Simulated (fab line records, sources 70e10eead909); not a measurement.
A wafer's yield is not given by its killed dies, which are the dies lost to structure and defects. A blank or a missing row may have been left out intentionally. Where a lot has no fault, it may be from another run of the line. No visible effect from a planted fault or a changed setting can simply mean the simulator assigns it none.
Matching of chambers | flow nand harc | NHARC_A_CONTACT_ETCH_90 on rie diel-11: 4 sister chambers
The step etches the open film in CH3F/O2, target depth 40 nm, time 85.7 s. 4 wafers are shown with their chamber, then 7 later ones without.

## WAFERS, EACH WITH ITS CHAMBER
wafer  | chamber | showerhead plenum p Torr (Torr)
L082.1 | 1       | 2.38
L084.1 | 0       | 2.28
L088.1 | 2       | 2.39
L088.4 | 3       | 2.46

## WAFERS MISSING THEIR CHAMBER
wafer  | showerhead plenum p Torr (Torr)
L088.5 | 2.46
L089.3 | 2.66
L089.5 | 2.46
L089.6 | 2.66
L097.1 | 2.36
L097.2 | 2.45
L097.5 | 2.36

## WHICH CHAMBER EACH ONE RAN IN
wafer  | from the rows above               | in truth
L088.5 | can't be placed: 3 or 2 or 1 or 0 | 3
L089.3 | can't be placed: 3 or 2 or 1 or 0 | 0
L089.5 | can't be placed: 3 or 2 or 1 or 0 | 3
L089.6 | can't be placed: 3 or 2 or 1 or 0 | 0
L097.1 | can't be placed: 1 or 2 or 0 or 3 | 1
L097.2 | can't be placed: 3 or 2 or 1 or 0 | 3
L097.5 | can't be placed: 1 or 2 or 0 or 3 | 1
Correctly placed: 0 of 7. These rows do not allow placing 7 (true chamber among the candidates in 7). Placed wrongly: 0.
How it was worked out, from the rows above alone: a wafer's distance from a chamber is the root of the sum, over the readings, of the square of ((its reading less the chamber's mean) divided by the reading's scatter). If the next closest chamber is less than 2 further off than the closest, the wafer can't be placed; otherwise it belongs to the closest. The mean given for a chamber averages the wafers shown for that chamber. The scatter (one wafer shown for each chamber): square how far every hidden wafer sits from the nearest shown wafer, average those squares and take the square root.
